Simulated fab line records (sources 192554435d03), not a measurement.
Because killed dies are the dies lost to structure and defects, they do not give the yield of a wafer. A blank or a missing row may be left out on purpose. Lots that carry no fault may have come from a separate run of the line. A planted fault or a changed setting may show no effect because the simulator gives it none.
Chamber matching	flow n5Finfet	N5_BEOL_M5_CURE_80 on uvCure-03 has 3 sister chambers
The step cures SiCOH lowk, time 120 s. 6 wafers are shown with their chamber, then 10 later ones without.

WAFERS, EACH WITH ITS CHAMBER
wafer	chamber	wafer_temp_C_max	lampPowerPct (%)
L075.2	1	371.6	52.31
L075.5	1	371.4	52.37
L090.3	0	371.7	52.29
L090.5	0	371.5	52.29
L091.2	2	372.4	52.35
L091.4	2	371.9	52.39

WAFERS WITH NO CHAMBER GIVEN
wafer	wafer_temp_C_max	lampPowerPct (%)
L091.6	372.5	52.25
L092.2	371.8	52.30
L092.4	372.0	52.19
L092.6	371.9	52.27
L095.1	372.1	52.42
L095.2	371.4	52.28
L095.5	371.8	52.33
L096.2	372.2	52.31
L096.4	372.2	52.39
L096.6	371.8	52.26

WHICH CHAMBER EACH ONE RAN IN
wafer	from the rows above	in truth
L091.6	can't be placed: 0 or 2 or 1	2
L092.2	can't be placed: 0 or 1 or 2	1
L092.4	can't be placed: 0 or 1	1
L092.6	can't be placed: 0 or 1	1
L095.1	2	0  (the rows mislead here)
L095.2	can't be placed: 0 or 1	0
L095.5	can't be placed: 1 or 0 or 2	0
L096.2	can't be placed: 2 or 0 or 1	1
L096.4	2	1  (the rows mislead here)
L096.6	can't be placed: 0 or 1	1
0 of 10 placed correctly. Cannot be placed on the basis of these rows: 8; the candidates contain the true chamber in 8. Placed wrongly: 2.
How it was worked out, from the rows above alone: a wafer's distance from a chamber is the root of the sum, over the readings, of the square of ((its reading less the chamber's mean) divided by the reading's scatter). The wafer belongs to the nearest chamber; if the next one is less than 2 further off, it can't be placed. A chamber's mean is the mean of its shown wafers. The scatter is the square root of a quotient: the sum, over the shown wafers, of each reading's squared deviation from its chamber's mean, divided by wafers minus chambers.
